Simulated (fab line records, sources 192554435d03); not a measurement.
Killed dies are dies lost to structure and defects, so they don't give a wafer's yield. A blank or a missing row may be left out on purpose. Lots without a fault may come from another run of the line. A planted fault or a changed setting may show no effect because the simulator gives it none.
Problem report in the 8D (eight disciplines) form, filled by code | flow n5_finfet | the parts of the form that need people (team, actions taken, sign-off) are left out

1. THE PROBLEM
spin_speed_rpm at N5_BEOL_M11_COAT_64 reads a mean of 1321.0 rpm on 8 wafers of 3 lots; wafers without a fault read 1500.0 rpm with a standard deviation of 1.1. That is -99 or more standard deviations from the usual mean.
The step: time 60 s, resist thk 30 nm.
First seen on wafer L533.1, day 14 20:35, on litho_track-03. The record holds 29 wafers of 10 lots with a number at this step. Rule for "out", or "out of limits": more than 4 standard deviations from the usual mean. The other wafers with a number count as sound.

2. WHAT IT IS AND WHAT IT IS NOT
question                    | is                     | is not
which readings at this step | spin_speed_rpm         | -
which lots                  | L533, L534, L535       | L516, L517, L522, L525, L529, L536, L538
which wafers of those lots  | all that have a number | -
read on which tools         | litho_track-03         | litho_track-02, litho_track-04
when                        | from day 14 20:35      | up to then (15 sound wafers); but 6 sound wafers of L536, L538 came after

3. SUSPECTS, AND WHAT RULES EACH OUT
Counting: a tool at a process step up to the reading stays a suspect if it ran every lot that is out and no sound lot after the first of them.
- litho_track-03 at N5_BEOL_M11_COAT_64 (time 60 s, resist thk 30 nm): kept. It ran every lot that is out, first L533 (day 14 20:35), and no sound lot after that; its last sound lot up to then is L529 (day 14 09:17). Its own readings are out on those wafers: spin_speed_rpm.
Left after counting: litho_track-03 at N5_BEOL_M11_COAT_64.

4. THE CAUSE (what the simulator had put in)
Process parameter drift: litho_track-03, from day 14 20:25 on, at N5_BEOL_M11_COAT_64. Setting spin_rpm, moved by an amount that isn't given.
Counting left only this tool.

5. THE CHAIN OF EFFECTS, in route order
Each row: a reading whose mean over the struck wafers that have a number lies more than 3 standard deviations from the usual. Only readings for which the record gives a usual standard deviation are gone through. hours: the time from each lot's start at the first step in this table that gives one to its start at this step, as a median over the lots. sigmas: the change in usual standard deviations.
hours | step                | reading           | usual      | on struck wafers | change | sigmas
0     | N5_BEOL_M11_COAT_64 | spin_speed_rpm    | 1500.0 rpm | 1321.0           | -179.0 | -99 or more
0     | N5_BEOL_M11_ETCH_65 | etch_rf_on_time_s | 64.4 s     | 68.4             | +4.0   | +4.0
The process steps in it:
- N5_BEOL_M11_COAT_64: time 60 s, resist thk 30 nm.
- N5_BEOL_M11_ETCH_65: etches SiARC in CF4, target depth 39 nm, time 65 s.

6. WHAT WOULD HAVE CAUGHT IT SOONER
In this record the first reading out of limits was taken at day 14 20:35, 0 hours after the fault began at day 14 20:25.
